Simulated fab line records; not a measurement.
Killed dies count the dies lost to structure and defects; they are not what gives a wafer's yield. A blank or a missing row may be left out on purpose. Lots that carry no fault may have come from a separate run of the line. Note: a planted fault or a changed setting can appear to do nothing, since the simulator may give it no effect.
fab line records	flow n5-finfet
record: lots: 6	wafers: 18	last-day: 16
route steps=1938 shown WELL_APT@21 PMOS_HMC_CHANNEL_EPI@57 BEOL_M4@1111
lots untouched by any fault: they come from a run of this same line in which no faults occurred
start-h: hours from the record's first day to the start of the lot's first wafer shown	wait-h: hours elapsed since this lot's preceding step	" identical to the entry in the row above	L1.1+2: a row that stands for several wafers	- no value, or no start was given	* or withheld: withheld	< > ~ a bound
route shown NAME@n: names a module that has steps shown in the file, with the first one's number in the route	usual: mean and standard deviation over wafers with no fault	same: alike in all rows	chamber/n: place in a boat	sites: per-site readings	_std_site: the standard deviation of these	_edge_site: inner sites' mean taken away from outer sites' mean	radius-mm: how far each site lies from the wafer's centre	mask NAME#n: copy n	behind: the tool/chamber that last shaped the wafer	hold: the reason the lot was held/the length of the hold in hours/how it ended	device: the transistor (n, p or np) that didn't switch	end of line: the same wafers' tests at the end of the route	a step given without rows: its recipe and nothing more	killed: count of dies lost to structure and defects at first sort (not the wafer's yield)	map: the dies of a wafer, with x for killed, . for not killed, _ for no die there
set.NAME: the run value of the setting; set.NAME@STEP: its run value at that earlier step	model.NAME: the simulator's own value behind a step, which no gauge read
lots at some steps of the route; a table a step, a row a wafer
services: when a tool's chamber went out of use (start-h, in hours from the record's first day, below 0 if earlier), for how many hours, and the reason
== steps ==
step: N5_WELL_APT_COAT_02
recipe: spin-rpm: 1357	resist-thk-nm: 950
step: N5_WELL_APT_EBR_04
recipe: solvent: PGMEA	ebr-width-mm: 1.5
step: N5_WELL_APT_SOFTBAKE_03
recipe: temp-c: 130	time-s: 60
step: N5_WELL_APT_EXPOSE_05
recipe: mask-id: NWELL	na: 0.8	source-shape: conventional	sigma-outer: 0.8	polarization: unpolarized	defocus-nm: 0	target-cd-nm: 200	dose-mj: 20.3
step: N5_WELL_APT_PEB_06
recipe: peb-temp-c: 130	peb-time-s: 90
step: N5_WELL_APT_DEVELOP_07
recipe: develop-time-s: 45	rinse-liquid: surfactant-rinse	dry: air-spin	dev-temp-c: 21
step: N5_WELL_APT_HARDBAKE_12
recipe: temp-c: 130	time-s: 120
step: N5_WELL_APT_CD_MEAS_08
recipe: target-cd-nm: 200	landing-energy-ev: 500	detector: se-inlens
usual: cd-nm: 200.8/1.8
lot.wafer	tool	chamber	start-h	wait-h	cd-nm
L468.2	cd-sem-02	0	43.69	-	200.2
L468.4	"	0	"	"	201.8
L468.6	"	0	"	"	200.9
L470.1	cd-sem-01	0	55.98	-	200.3
L470.3	"	0	"	"	201.5
L470.4	"	0	"	"	200.6
L471.4	cd-sem-02	0	61.81	-	199.6
L471.5	"	0	"	"	199.5
L471.6	"	0	"	"	199.4
L479.1	cd-sem-01	0	109.68	-	200.6
L479.3	"	0	"	"	201.0
L479.4	"	0	"	"	203.1
L482.1	cd-sem-01	0	127.68	-	199.0
L482.3	"	0	"	"	199.9
L482.6	"	0	"	"	200.2
L485.1	cd-sem-02	0	145.78	-	199.9
L485.3	"	0	"	"	202.4
L485.6	"	0	"	"	200.9
step: N5_WELL_APT_OVL_MEAS_09
recipe: points-per-wafer: 44
usual: NWELL_OVL: 3/6.5
lot.wafer	tool	chamber	start-h	wait-h	NWELL_OVL[nm]
L468.2	overlay-01	0	43.72	0.0	5
L468.4	"	0	"	"	5
L468.6	"	0	"	"	5
L470.1	overlay-01	0	56.01	0.0	2
L470.3	"	0	"	"	-3
L470.4	"	0	"	"	6
L471.4	overlay-02	0	61.84	0.0	2
L471.5	"	0	"	"	6
L471.6	"	0	"	"	-5
L479.1	overlay-01	0	109.71	0.0	16
L479.3	"	0	"	"	10
L479.4	"	0	"	"	11
L482.1	overlay-01	0	127.71	0.0	-9
L482.3	"	0	"	"	-8
L482.6	"	0	"	"	-6
L485.1	overlay-02	0	145.81	0.0	6
L485.3	"	0	"	"	-3
L485.6	"	0	"	"	-4
step: N5_WELL_APT_INSPECT_10
recipe: mode: adi	inspect-instrument: macro
usual: raw-defect-count: 2.2/1.6
lot.wafer	tool	chamber	start-h	wait-h	raw-defect-count
L468.2	defect-inspect-02	-	43.74	0.0	2
L468.4	"	-	"	"	3
L468.6	"	-	"	"	1
L470.1	defect-inspect-02	-	56.03	0.0	3
L470.3	"	-	"	"	2
L470.4	"	-	"	"	7
L471.4	defect-inspect-02	-	61.87	0.0	2
L471.5	"	-	"	"	3
L471.6	"	-	"	"	3
L479.1	defect-inspect-01	-	109.73	0.0	0
L479.3	"	-	"	"	1
L479.4	"	-	"	"	3
L482.1	defect-inspect-01	-	127.74	0.0	6
L482.3	"	-	"	"	0
L482.6	"	-	"	"	3
L485.1	defect-inspect-01	-	145.83	0.0	1
L485.3	"	-	"	"	2
L485.6	"	-	"	"	0
step: N5_WELL_APT_DESCUM_13
recipe: chemistry: O2	time-s: 7.9	source-power-w: 50	bias-power-w: 20	pressure-mtorr: 20	rf-frequency-hz: 2.712e+07	temp-c: 40	o2-flow-sccm: 225
usual: drypump-motor-current-A: 5.8/0.49	oes-product-au: 0.80/0.071	rf-vpp-V: 243.9/1.2	showerhead-plenum-p-Torr: 2.14/0.05	throttle-valve-pct: 20.50/0.26
lot.wafer	tool	chamber	start-h	wait-h	drypump-motor-current-A	oes-product-au	rf-hours-counter-h	rf-vpp-V	showerhead-plenum-p-Torr	throttle-valve-pct
L468.2	rie-diel-06	0	43.77	0.0	6.4	0.74	152	243.3	2.10	20.81
L468.4	"	1	"	"	5.7	0.72	158	245.5	2.19	20.56
L468.6	"	3	"	"	5.7	0.89	-	245.9	2.14	20.54
L470.1	rie-diel-06	3	56.09	0.1	5.7	0.88	46	244.0	2.14	20.57
L470.3	"	1	"	"	5.7	0.71	162	245.4	2.19	20.56
L470.4	"	2	"	"	5.5	0.82	70	243.4	2.11	20.18
L471.4	rie-diel-02	2	62.53	0.7	5.1	0.74	154	242.3	2.11	20.93
L471.5	"	2	"	"	5.1	0.73	-	242.4	2.11	20.92
L471.6	"	1	"	"	6.3	0.72	-	243.5	2.07	20.14
L479.1	rie-diel-02	1	109.88	0.1	6.3	0.72	205	243.8	2.06	20.16
L479.3	"	3	"	"	5.9	0.77	102	244.0	2.11	20.71
L479.4	"	0	"	"	6.5	0.89	36	244.8	2.21	20.30
L482.1	rie-diel-06	1	127.77	0.0	5.7	0.70	187	243.8	2.18	20.60
L482.3	"	3	"	"	5.7	0.85	70	243.6	2.13	20.59
L482.6	"	1	"	"	5.7	0.71	-	244.3	2.18	20.61
L485.1	rie-diel-06	2	145.87	0.0	5.5	0.79	102	241.7	2.10	20.24
L485.3	"	0	"	"	6.4	0.72	187	242.2	2.09	20.86
L485.6	"	1	"	"	5.7	0.70	-	244.9	2.18	20.61
step: N5_WELL_APT_IMPLANT_14
recipe: species: P	energy-kev: 160	dose-cm2: 1.5e+13	tilt-deg: 0	rotation-deg: 0
step: N5_WELL_APT_IMPLANT_15
recipe: species: As	energy-kev: 25	dose-cm2: 1.5e+13	tilt-deg: 0	rotation-deg: 0
usual: dose-ions-cm2: 1.5002e+13/1.6e+10	faraday-current-uA: 190/3.8
lot.wafer	tool	chamber	start-h	wait-h	dose-ions-cm2	faraday-current-uA
L468.2	implanter-01	0	44.08	0.1	1.4991e+13	188
L468.4	"	0	"	"	1.4981e+13	183
L468.6	"	0	"	"	1.4994e+13	191
L470.1	implanter-02	0	56.37	0.1	9.027e+12	112
L470.3	"	0	"	"	9.031e+12	114
L470.4	"	0	"	"	9.017e+12	118
L471.4	implanter-02	0	62.90	0.1	9.054e+12	114
L471.5	"	0	"	"	9.045e+12	117
L471.6	"	0	"	"	9.055e+12	116
L479.1	implanter-01	0	110.16	0.1	1.5025e+13	190
L479.3	"	0	"	"	1.5004e+13	187
L479.4	"	0	"	"	1.4997e+13	198
L482.1	implanter-01	0	128.05	0.1	1.4985e+13	186
L482.3	"	0	"	"	1.5006e+13	193
L482.6	"	0	"	"	1.5016e+13	193
L485.1	implanter-02	0	146.15	0.1	1.4986e+13	193
L485.3	"	0	"	"	1.5008e+13	191
L485.6	"	0	"	"	1.5024e+13	188
step: N5_WELL_APT_STRIP_16
recipe: chemistry: SPM	time-s: 900	temp-c: 130	h2so4-h2o2-vol-ratio: 4	dry: ipa-marangoni
step: N5_WELL_APT_HMDS_18
recipe: time-s: 60	temp-c: 120
step: N5_WELL_APT_COAT_19
recipe: spin-rpm: 1357	resist-thk-nm: 950
step: N5_WELL_APT_EBR_21
recipe: solvent: PGMEA	ebr-width-mm: 1.5
step: N5_WELL_APT_SOFTBAKE_20
recipe: temp-c: 130	time-s: 60
step: N5_WELL_APT_EXPOSE_22
recipe: mask-id: PWELL	na: 0.8	source-shape: conventional	sigma-outer: 0.8	polarization: unpolarized	defocus-nm: 0	target-cd-nm: 200	dose-mj: 23.2
step: N5_WELL_APT_PEB_23
recipe: peb-temp-c: 130	peb-time-s: 90
step: N5_WELL_APT_DEVELOP_24
recipe: develop-time-s: 45	rinse-liquid: surfactant-rinse	dry: air-spin	dev-temp-c: 21
step: N5_WELL_APT_HARDBAKE_29
recipe: temp-c: 130	time-s: 120
step: N5_WELL_APT_CD_MEAS_25
recipe: target-cd-nm: 200	landing-energy-ev: 500	detector: se-inlens
usual: cd-nm: 199.1/2.2
lot.wafer	tool	chamber	start-h	wait-h	cd-nm
L468.2	cd-sem-03	0	44.93	-	199.3
L468.4	"	0	"	"	202.5
L468.6	"	0	"	"	199.0
L470.1	cd-sem-01	0	57.13	-	198.8
L470.3	"	0	"	"	199.4
L470.4	"	0	"	"	200.5
L471.4	cd-sem-02	0	63.83	-	197.9
L471.5	"	0	"	"	199.0
L471.6	"	0	"	"	200.6
L479.1	cd-sem-01	0	111.04	-	202.9
L479.3	"	0	"	"	197.7
L479.4	"	0	"	"	199.4
L482.1	cd-sem-03	0	128.80	-	197.8
L482.3	"	0	"	"	198.7
L482.6	"	0	"	"	200.2
L485.1	cd-sem-02	0	147.04	-	198.0
L485.3	"	0	"	"	197.1
L485.6	"	0	"	"	200.1
step: N5_WELL_APT_OVL_MEAS_26
recipe: points-per-wafer: 44
usual: PWELL_OVL: 0/5.7
lot.wafer	tool	chamber	start-h	wait-h	PWELL_OVL[nm]
L468.2	overlay-01	0	44.98	0.0	9
L468.4	"	0	"	"	4
L468.6	"	0	"	"	5
L470.1	overlay-02	0	57.16	0.0	-3
L470.3	"	0	"	"	-6
L470.4	"	0	"	"	0
L471.4	overlay-01	0	63.85	0.0	0
L471.5	"	0	"	"	-3
L471.6	"	0	"	"	-6
L479.1	overlay-02	0	111.07	0.0	-1
L479.3	"	0	"	"	1
L479.4	"	0	"	"	-3
L482.1	overlay-02	0	128.83	0.0	1
L482.3	"	0	"	"	1
L482.6	"	0	"	"	1
L485.1	overlay-02	0	147.07	0.0	-3
L485.3	"	0	"	"	4
L485.6	"	0	"	"	7
step: N5_WELL_APT_INSPECT_27
recipe: mode: adi	inspect-instrument: macro
usual: raw-defect-count: 1.9/1.4
lot.wafer	tool	chamber	start-h	wait-h	raw-defect-count
L468.2	defect-inspect-02	-	45.01	0.0	2
L468.4	"	-	"	"	0
L468.6	"	-	"	"	1
L470.1	defect-inspect-01	-	57.18	0.0	2
L470.3	"	-	"	"	0
L470.4	"	-	"	"	0
L471.4	defect-inspect-01	-	64.03	0.2	2
L471.5	"	-	"	"	2
L471.6	"	-	"	"	2
L479.1	defect-inspect-02	-	111.09	0.0	3
L479.3	"	-	"	"	2
L479.4	"	-	"	"	0
L482.1	defect-inspect-01	-	128.86	0.0	2
L482.3	"	-	"	"	1
L482.6	"	-	"	"	4
L485.1	defect-inspect-02	-	147.09	0.0	2
L485.3	"	-	"	"	0
L485.6	"	-	"	"	0
step: N5_WELL_APT_DESCUM_30
recipe: chemistry: O2	time-s: 7.9	source-power-w: 50	bias-power-w: 20	pressure-mtorr: 20	rf-frequency-hz: 2.712e+07	temp-c: 40	o2-flow-sccm: 225
usual: drypump-motor-current-A: 5.8/0.5	oes-product-au: 0.80/0.069	rf-vpp-V: 243.9/1.1	showerhead-plenum-p-Torr: 2.14/0.049	throttle-valve-pct: 20.49/0.26
lot.wafer	tool	chamber	start-h	wait-h	drypump-motor-current-A	oes-product-au	rf-hours-counter-h	rf-vpp-V	showerhead-plenum-p-Torr	throttle-valve-pct
L468.2	rie-diel-06	1	45.15	0.1	5.7	0.72	159	243.6	2.19	20.55
L468.4	"	0	"	"	6.4	0.73	153	241.3	2.10	20.81
L468.6	"	1	"	"	5.7	0.72	-	243.6	2.19	20.55
L470.1	rie-diel-06	0	57.49	0.3	6.4	0.74	156	243.5	2.10	20.81
L470.3	"	2	"	"	5.5	0.83	70	244.7	2.11	20.18
L470.4	"	3	"	"	5.7	0.89	46	243.4	2.14	20.57
L471.4	rie-diel-05	3	64.15	0.1	5.5	0.87	51	245.5	2.24	20.32
L471.5	"	0	"	"	5.5	0.82	-	242.6	2.12	20.64
L471.6	"	1	"	"	6.2	0.89	-	243.7	2.14	20.58
L479.1	rie-diel-05	2	111.22	0.1	4.9	0.75	162	244.9	2.18	20.13
L479.3	"	1	"	"	6.2	0.87	58	243.7	2.13	20.58
L479.4	"	0	"	"	5.5	0.82	93	245.0	2.12	20.66
L482.1	rie-diel-02	0	128.89	0.0	6.5	0.88	41	244.0	2.21	20.32
L482.3	"	2	"	"	5.1	0.72	176	241.7	2.10	20.95
L482.6	"	0	"	"	6.5	0.88	-	244.7	2.20	20.32
L485.1	rie-diel-02	0	147.63	0.5	6.5	0.88	47	245.6	2.20	20.32
L485.3	"	1	"	"	6.3	0.70	216	242.1	2.06	20.18
L485.6	"	2	"	"	5.1	0.73	-	242.6	2.10	20.97
step: N5_WELL_APT_IMPLANT_31
recipe: species: B	energy-kev: 60	dose-cm2: 1.5e+13	tilt-deg: 0	rotation-deg: 0
step: N5_WELL_APT_IMPLANT_32
recipe: species: BF2	energy-kev: 50	dose-cm2: 2e+13	tilt-deg: 0	rotation-deg: 0
step: N5_WELL_APT_STRIP_33
recipe: chemistry: SPM	time-s: 900	temp-c: 130	h2so4-h2o2-vol-ratio: 4	dry: ipa-marangoni
step: N5_WELL_APT_RTA_34
recipe: temp-c: 1000	time-s: 10	ambient: N2	idle-temp-c: 600	ramp-up-c-per-s: 150	ramp-down-c-per-s: 60	cool-to-c: 600
usual: lamp-power-pct: 13.00/0.052	lamp_zone_2_pct: 13.00/0.031	lamp_zone_5_pct: 13.00/0.031	wafer_temp_C_max: 1003.7/1.1
lot.wafer	tool	chamber	start-h	wait-h	lamp-power-pct	lamp_zone_2_pct	lamp_zone_5_pct	wafer_temp_C_max
L468.2	rtp-anneal-02	0	45.93	0.0	13.00	13.00	13.03	1007.1
L468.4	"	0	"	"	13.01	12.97	13.03	1003.3
L468.6	"	0	"	"	13.01	12.97	12.97	1004.9
L470.1	rtp-anneal-02	0	58.32	0.1	12.92	13.04	13.04	1004.2
L470.3	"	0	"	"	12.98	13.03	13.05	1004.4
L470.4	"	0	"	"	13.02	12.98	13.02	1002.7
L471.4	rtp-anneal-01	0	64.98	0.1	13.05	13.00	13.04	1003.4
L471.5	"	0	"	"	13.02	13.00	13.01	1003.2
L471.6	"	0	"	"	12.94	13.02	12.97	1003.1
L479.1	rtp-anneal-02	0	112.11	0.2	13.00	13.01	12.96	1003.6
L479.3	"	0	"	"	12.97	13.01	12.96	1002.6
L479.4	"	0	"	"	13.02	13.01	12.98	1002.7
L482.1	rtp-anneal-02	0	129.82	0.2	13.04	12.97	12.93	1003.4
L482.3	"	0	"	"	12.94	13.00	12.98	1005.1
L482.6	"	0	"	"	12.93	13.00	13.02	1004.8
L485.1	rtp-anneal-01	0	148.43	0.1	13.03	13.03	12.98	1003.4
L485.3	"	0	"	"	13.03	12.96	13.06	1004.9
L485.6	"	0	"	"	13.00	13.04	12.95	1002.9
step: N5_WELL_APT_OXIDE_STRIP_42
recipe: chemistry: dHF	dilution: 25:1	time-s: 45	temp-c: 25	target: SiO2	target-depth-a: 120
step: N5_WELL_APT_PRECLEAN_36
recipe: chemistry: O3/DIW	time-s: 45	temp-c: 22	o3-ppm: 10
step: N5_WELL_APT_PRECLEAN_39
recipe: chemistry: dHF	time-s: 60	dilution: 150:1	temp-c: 25
step: N5_WELL_APT_SRD_37
recipe: dry: ipa-marangoni	do-ppb: 5	time-s: 30	temp-c: 23	rinse-liquid: diw
step: N5_WELL_APT_EPI_41
recipe: material: Si	target-thk-a: 500	temp-c: 650	precursor: SiH4/H2	pressure-torr: 20	time-s: 297.7
usual: throttle-valve-pct: 11.4/0.35
lot.wafer	tool	chamber	start-h	wait-h	throttle-valve-pct
L468.2	epi-rpcvd-04	0	46.25	0.1	11.2
L468.4	"	0	"	"	11.2
L468.6	"	0	"	"	11.0
L470.1	epi-rpcvd-02	0	58.56	0.0	10.9
L470.3	"	0	"	"	11.0
L470.4	"	0	"	"	11.0
L471.4	epi-rpcvd-01	0	65.46	0.3	11.8
L471.5	"	0	"	"	11.8
L471.6	"	0	"	"	12.1
L479.1	epi-rpcvd-01	0	112.35	0.0	11.7
L479.3	"	0	"	"	12.1
L479.4	"	0	"	"	12.2
L482.1	epi-rpcvd-04	0	130.06	0.0	11.3
L482.3	"	0	"	"	11.2
L482.6	"	0	"	"	11.1
L485.1	epi-rpcvd-04	0	148.79	0.0	11.1
L485.3	"	0	"	"	11.3
L485.6	"	0	"	"	11.2
step: N5_WELL_APT_INSPECT_38
recipe: inspect-instrument: darkfield	mode: post-epi
usual: raw-defect-count: 13/5.6
lot.wafer	tool	chamber	start-h	wait-h	raw-defect-count
L468.2	defect-inspect-01	-	46.78	0.4	14
L468.4	"	-	"	"	17
L468.6	"	-	"	"	12
L470.1	defect-inspect-02	-	59.39	0.7	11
L470.3	"	-	"	"	9
L470.4	"	-	"	"	17
L471.4	defect-inspect-01	-	65.80	0.2	20
L471.5	"	-	"	"	10
L471.6	"	-	"	"	17
L479.1	defect-inspect-01	-	113.19	0.7	10
L479.3	"	-	"	"	17
L479.4	"	-	"	"	16
L482.1	defect-inspect-01	-	131.16	0.9	10
L482.3	"	-	"	"	10
L482.6	"	-	"	"	14
L485.1	defect-inspect-01	-	149.63	0.7	21
L485.3	"	-	"	"	8
L485.6	"	-	"	"	8
step: N5_PMOS_HMC_CHANNEL_EPI_HM_DEP_34
recipe: material: SiO2	target-thk-a: 360	temp-c: 400	precursor: TEOS/O2	pressure-torr: 6.5	rf-w: 900	teos-flow-sccm: 161.4	gas: O2	flow-sccm: 2650	time-s: 6.9
usual: heater-power-w: 563/100	showerhead-plenum-p-Torr: 8.327/0.019	throttle-valve-pct: 18.4/0.87
lot.wafer	tool	chamber	start-h	wait-h	heater-power-w	showerhead-plenum-p-Torr	throttle-valve-pct
L468.2	pecvd-02	0	46.82	0.0	560	8.314	18.0
L468.4	"	0	"	"	557	8.349	17.8
L468.6	"	1	"	"	488	8.358	19.6
L470.1	pecvd-02	1	59.43	0.0	555	8.354	19.4
L470.3	"	2	"	"	503	8.296	17.2
L470.4	"	0	"	"	593	8.326	18.1
L471.4	pecvd-03	0	65.85	0.0	525	8.359	18.4
L471.5	"	2	"	"	421	8.350	18.6
L471.6	"	1	"	"	719	8.302	17.3
L479.1	pecvd-03	1	113.23	0.0	677	8.317	17.1
L479.3	"	2	"	"	461	8.327	18.8
L479.4	"	1	"	"	670	8.294	17.4
L482.1	pecvd-03	1	131.20	0.0	680	8.316	17.5
L482.3	"	2	"	"	445	8.350	18.2
L482.6	"	1	"	"	699	8.312	17.1
L485.1	pecvd-04	1	149.66	0.0	788	8.326	19.5
L485.3	"	0	"	"	594	8.308	19.5
L485.6	"	2	"	"	647	8.342	17.9
step: N5_PMOS_HMC_CHANNEL_EPI_COAT_31
recipe: resist: BARC	temp-c: 205	time-s: 60	spin-rpm: 1500	resist-thk-nm: 66
step: N5_PMOS_HMC_CHANNEL_EPI_COAT_03
recipe: resist: CAR-ArF-block	spin-rpm: 1500	resist-thk-nm: 205
step: N5_PMOS_HMC_CHANNEL_EPI_EBR_05
recipe: solvent: PGMEA	ebr-width-mm: 1.5
step: N5_PMOS_HMC_CHANNEL_EPI_SOFTBAKE_04
recipe: temp-c: 110	time-s: 60	resist: CAR-ArF-block
step: N5_PMOS_HMC_CHANNEL_EPI_EXPOSE_06
recipe: mask-id: PMOS_HMC_BLK	na: 1.35	source-shape: conventional	sigma-outer: 0.8	polarization: unpolarized	target-cd-nm: 240	dose-mj: 41
step: N5_BEOL_M4_RC_MEAS_101
usual: CJ_P: 5.78/0.14	DIBL_N: 35.9/1.6	DIBL_P: 35.6/2.1	IOFF_N: 0.149/0.029	IOFF_P: 0.20/0.033	ION_N: 671/11	ION_P: 460/7.3	SS_N: 71.4/0.62	SS_P: 73.2/0.65	VT_N: 251/3.1	VT_P: -251/3.4
lot.wafer	tool	chamber	start-h	wait-h	CJ_P	DIBL_N[mV/V]	DIBL_P[mV/V]	IOFF_N[nA/um]	IOFF_P[nA/um]	ION_N[uA/um]	ION_P[uA/um]	SS_N[mV/dec]	SS_P[mV/dec]	VT_N[mV]	VT_P[mV]
L468.2	prober-02	0	199.87	0.2	5.86	32.4	30.0	0.096	0.14	664	464	70.0	71.4	256	-251
L468.4	"	0	"	"	5.99	37.6	35.8	0.164	0.21	673	468	72.2	72.9	249	-251
L468.6	"	0	"	"	5.82	34.1	31.9	0.115	0.17	673	464	70.5	72.5	254	-250
L470.1	prober-02	0	205.27	0.0	4.43	36.8	37.1	0.165	0.26	679	475	71.7	73.9	249	-247
L470.3	"	0	"	"	4.27	36.9	36.8	0.173	0.26	684	477	70.7	73.4	248	-247
L470.4	"	0	"	"	4.37	37.4	37.8	0.172	0.28	681	477	71.9	74.3	249	-246
L471.4	prober-01	0	209.50	0.5	4.41	38.4	41.0	0.194	0.28	684	476	72.3	74.1	249	-244
L471.5	"	0	"	"	4.48	37.5	41.3	0.187	0.28	691	477	71.2	74.6	246	-245
L471.6	"	0	"	"	4.42	37.2	39.8	0.186	0.26	692	477	71.2	74.3	248	-246
L479.1	prober-02	0	257.60	0.0	6.09	37.4	35.4	0.141	0.19	680	462	71.4	73.3	253	-252
L479.3	"	0	"	"	5.86	37.6	36.2	0.156	0.20	676	455	71.9	73.9	249	-250
L479.4	"	0	"	"	5.80	36.7	35.3	0.145	0.19	672	460	70.9	73.0	251	-251
L482.1	prober-02	0	280.85	0.0	5.64	33.7	33.6	0.127	0.18	666	464	71.3	73.2	250	-250
L482.3	"	0	"	"	5.59	37.2	35.9	0.165	0.21	666	459	71.4	73.1	251	-250
L482.6	"	0	"	"	5.80	35.7	35.1	0.146	0.21	661	455	71.1	73.0	252	-250
L485.1	prober-02	0	300.46	0.0	5.65	39.6	38.6	0.223	0.27	694	476	72.4	74.5	242	-244
L485.3	"	0	"	"	5.89	37.8	37.6	0.195	0.25	690	467	71.7	73.5	247	-248
L485.6	"	0	"	"	5.91	37.5	37.1	0.180	0.24	675	464	71.8	73.3	246	-247
== services ==
tool	chamber	start-h	hours	kind
pecvd-02	2	21.12	-	clean
pecvd-02	2	21.12	-	consumable-replace:showerhead
pecvd-02	2	21.12	29.0	scheduled-down
pecvd-02	2	21.12	29.0	vent-cycle
implanter-01	-	23.51	6.3	repair
pecvd-03	0	37.29	2.1	scheduled-down
rie-diel-02	-	41.23	0.6	repair
pecvd-04	1	45.98	5.5	scheduled-down
pecvd-04	-	58.87	0.2	repair
rie-diel-02	0	64.99	3.1	repair
rie-diel-06	3	91.74	2.4	repair
pecvd-03	1	99.02	4.0	repair
pecvd-02	1	104.67	2.1	scheduled-down
implanter-01	-	106.69	1.1	repair
pecvd-03	0	111.94	5.5	scheduled-down
pecvd-02	2	125.79	2.1	scheduled-down
pecvd-04	-	129.76	2.1	repair
pecvd-04	-	134.06	2.2	repair
== key ==
first-sign: step: N5_WELL_APT_IMPLANT_15	reading: dose-ions-cm2	direction: down	sigmas: 99+	usual: 1.5002e+13	struck: 9.038e+12
effect: step: N5_WELL_APT_IMPLANT_15	reading: faraday-current-uA	direction: down	sigmas: 20	usual: 190	struck: 115
effect: step: N5_BEOL_M4_RC_MEAS_101	reading: CJ_P	direction: down	sigmas: 9.8	usual: 5.78	struck: 4.40
met-at N5_WELL_APT_IMPLANT_15
struck-wafers L470.1,L470.3,L470.4,L471.4,L471.5,L471.6
fault: kind: process-parameter-drift	tool: implanter-02	chamber: -	onset-h: 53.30	steps: N5_WELL_APT_IMPLANT_15	channel: dose-cm2	offset: -5.9596e+12	shape: step	end-h: 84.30	acts-in: these-recipes-only	stated: 1.5e+13
